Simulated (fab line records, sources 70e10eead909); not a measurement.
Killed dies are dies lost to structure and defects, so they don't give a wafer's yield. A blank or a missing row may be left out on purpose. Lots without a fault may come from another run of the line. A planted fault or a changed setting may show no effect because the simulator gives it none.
A struck lot beside a sound one | flow nand_harc | 13 steps out of a route of 1302
Sound: wafers L613.2, L613.4, L613.5. Struck: wafers L608.2, L608.5, L608.6. The cause comes at the end.
At each step with rows: each side's tool, then ch and its chambers, then its first start. Under that, the readings that differ: sound wafers | struck wafers | difference of the means | sigmas: that difference in standard deviations of wafers without a fault.
alike: readings whose means differ by less than 2 such deviations, and words and numbers that are the same on both sides. not compared: withheld readings, readings that some wafer has no value for, bounds like >300 that may hide the same value, and numbers for which the record gives no deviation and whose values overlap.
The two part at a step that has a row with sigmas, a row that says differs or no value, or rows on one side only. Numbers that don't overlap but have no deviation are shown without sigmas and don't part them. A reading that every wafer of one side lacks parts them only if that side has two wafers or more.

first, 1 step without rows for these wafers: NHARC_A_WL_FILL_ALD_10 (deposits SiO2, target thk 50 nm, pulse time 10 s, ald cycles 500).
NHARC_A_WL_FILL_ETCHBACK_16: etches the open film in C4F8/O2/Ar, target depth 120 nm, time 24 s.
  sound on rie_diel-12 ch 1,2; struck on rie_diel-01 ch 0,3
  alike: oes_product_au, rf_vpp_V
  not compared: rf_hours_counter_h
NHARC_A_WL_FILL_STRIP_29: strips in O2, time 20 s.
  sound on rie_diel-12 ch 0,1,3, day 29 17:20; struck on rie_diel-01 ch 0,3, day 28 00:31
  alike: drypump_motor_current_A, o2_flow_sccm, oes_product_au, rf_vpp_V, showerhead_plenum_p_Torr, throttle_valve_pct
  not compared: rf_hours_counter_h
NHARC_A_WL_FILL_ETCHBACK_17: etches the open film in Cl2/BCl3, target depth 4 nm, time 26.7 s.
  sound on rie_metal-01 ch 0,1, day 29 17:27; struck on rie_metal-02 ch 0,1, day 28 00:37
  alike: drypump_motor_current_A, oes_product_au
  not compared: rf_hours_counter_h
then, 3 steps without rows for these wafers: NHARC_A_WL_FILL_PRECLEAN_18 (cleans in dHF, time 30 s); NHARC_A_WL_FILL_SRD_21; NHARC_A_WL_FILL_CVD_23 (deposits poly-Si, target thk 40 nm, time 800 s).
NHARC_A_WL_FILL_ETCHBACK_26: etches the open film in HBr, target depth 52 nm, time 13.3 s.
  sound on rie_si-01 ch 1,2, day 29 22:39; struck on rie_si-04 ch 0,1, day 28 05:50
  alike: drypump_motor_current_A, oes_product_au, throttle_valve_pct
  not compared: rf_hours_counter_h
then, 2 steps without rows for these wafers: NHARC_A_WL_FILL_PRECLEAN_30 (cleans in dHF, time 10 s); NHARC_A_WL_FILL_SRD_14.
NHARC_A_WL_FILL_ALD_19: deposits TiN, target thk 2 nm, pulse time 3 s, ald cycles 100.
  sound on ald_metal-04 ch 1,3, day 29 22:57; struck on ald_metal-02 ch 1,2, day 28 06:05
  alike: heater_power_outer_w, heater_power_w, precursor_pulse_height_rel
NHARC_A_WL_FILL_CVD_20: deposits W, target thk 100 nm, time 74 s.
  sound on cvd_w-01 ch 0,1, day 29 23:09; struck on cvd_w-02 ch 0,1, day 28 06:17
  no value came back on the struck wafers for chamber_pressure_Torr (Torr), heater_power_outer_w (W), heater_power_w (W), throttle_valve_pct (%); on the sound wafers chamber_pressure_Torr (Torr) reads 39.96 39.97 40.03
NHARC_A_WL_FILL_CMP_12: polishes, t overpolish 30 s, target thk 100 nm.
  sound on cmp-03 ch 0,1,3, day 29 23:20; struck on cmp-01 ch 0,1,2, day 28 06:31
  reading                | sound          | struck         | difference | sigmas
  motor_current_A (A)    | 10.1 11.0 12.4 | 14.1 12.8 13.2 | +2.2       | +2
  time_to_endpoint_s (s) | 16 21 13       | 2 0 0          | -16        | -5
  alike: overpolish_run_s, slurry_filter_dp_kPa

WHERE THEY PART
First at NHARC_A_WL_FILL_CVD_20; last, within this record, at NHARC_A_WL_FILL_CMP_12.

WHY: what the simulator had put in
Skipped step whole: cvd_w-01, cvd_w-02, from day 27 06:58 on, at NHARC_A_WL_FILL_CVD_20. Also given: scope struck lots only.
